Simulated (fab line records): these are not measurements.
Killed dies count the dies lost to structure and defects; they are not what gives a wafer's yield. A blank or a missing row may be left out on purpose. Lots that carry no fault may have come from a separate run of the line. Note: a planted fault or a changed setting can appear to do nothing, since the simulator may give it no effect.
Matching of chambers ; flow nand_harc ; NHARC_A_CHANNEL_HOLE_D1_DESCUM_15 on rie_diel-03 has 4 sister chambers
The step chemistry O2, time 3 s. 22 wafers are shown with their chamber, then 11 later ones without.

## WAFERS WITH THEIR CHAMBER
wafer;chamber;drypump_motor_current_A (A);rf_vpp_V (V);oes_product_au (a.u.)
L075.3;3;6.1;56.8;1.022
L075.4;2;6.2;58.6;1.008
L075.6;0;5.7;57.6;1.013
L076.1;2;6.3;58.1;1.004
L076.2;1;5.8;57.3;0.999
L076.3;0;5.6;57.6;1.002
L078.2;2;6.2;58.0;0.995
L078.3;0;5.6;57.3;0.998
L078.6;2;6.2;57.5;0.991
L080.1;1;5.8;57.4;0.994
L080.3;3;6.1;58.1;1.006
L080.6;1;5.8;57.3;1.000
L082.1;1;5.8;57.4;1.008
L082.4;1;5.9;57.1;1.009
L082.5;2;6.3;57.9;0.996
L084.1;2;6.3;56.3;0.997
L084.3;1;5.8;56.9;0.998
L084.4;2;6.3;57.8;0.989
L088.1;3;6.1;57.1;0.996
L088.3;1;5.9;57.4;0.997
L088.5;3;6.1;57.4;1.003
L087.1;3;6.1;57.7;1.000

SIGNATURES (averages over the wafers above)
reading;chamber 0;chamber 1;chamber 2;chamber 3;scatter within a chamber
drypump_motor_current_A;5.633;5.829;6.257;6.100;0.046
rf_vpp_V;57.500;57.257;57.743;57.420;0.495
oes_product_au;1.00433;1.00071;0.99714;1.00540;0.0074
Rule: for each reading, subtract the chamber's mean from the wafer's reading, divide by that reading's scatter and square the result; add these up over the readings and take the root, which gives the wafer's distance from the chamber. If the next closest chamber is less than 2 further off than the closest, the wafer can't be placed; otherwise it belongs to the closest. How the scatter is found: for the shown wafers, subtract from each reading the mean of its chamber, square and add these, divide the total by (wafers less chambers), then take the root.

## WAFERS WHOSE CHAMBER IS MISSING
wafer;drypump_motor_current_A (A);rf_vpp_V (V);oes_product_au (a.u.)
L087.2;5.8;57.6;0.993
L087.3;6.3;58.4;0.998
L087.4;6.2;57.6;0.999
L087.5;5.8;57.9;0.990
L087.6;6.1;56.5;1.000
L095.2;5.8;56.6;1.007
L095.4;5.7;57.5;1.014
L095.5;5.8;59.0;1.009
L097.1;5.8;57.9;0.986
L097.5;5.8;57.0;0.985
L097.6;5.6;57.2;1.005

## WHICH CHAMBER EACH ONE RAN IN
wafer;from the rows above;in truth
L087.2;1;1
L087.3;2;2
L087.4;can't be placed: 2 or 3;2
L087.5;1;1
L087.6;3;3
L095.2;1;1
L095.4;can't be placed: 0 or 1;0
L095.5;can't be placed: 1 or 0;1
L097.1;1;1
L097.5;1;1
L097.6;0;0
Correct placement for 8 of the 11. Unplaceable from these rows: 3, with the true chamber sitting among the candidates in 3. Number placed wrongly: 0.
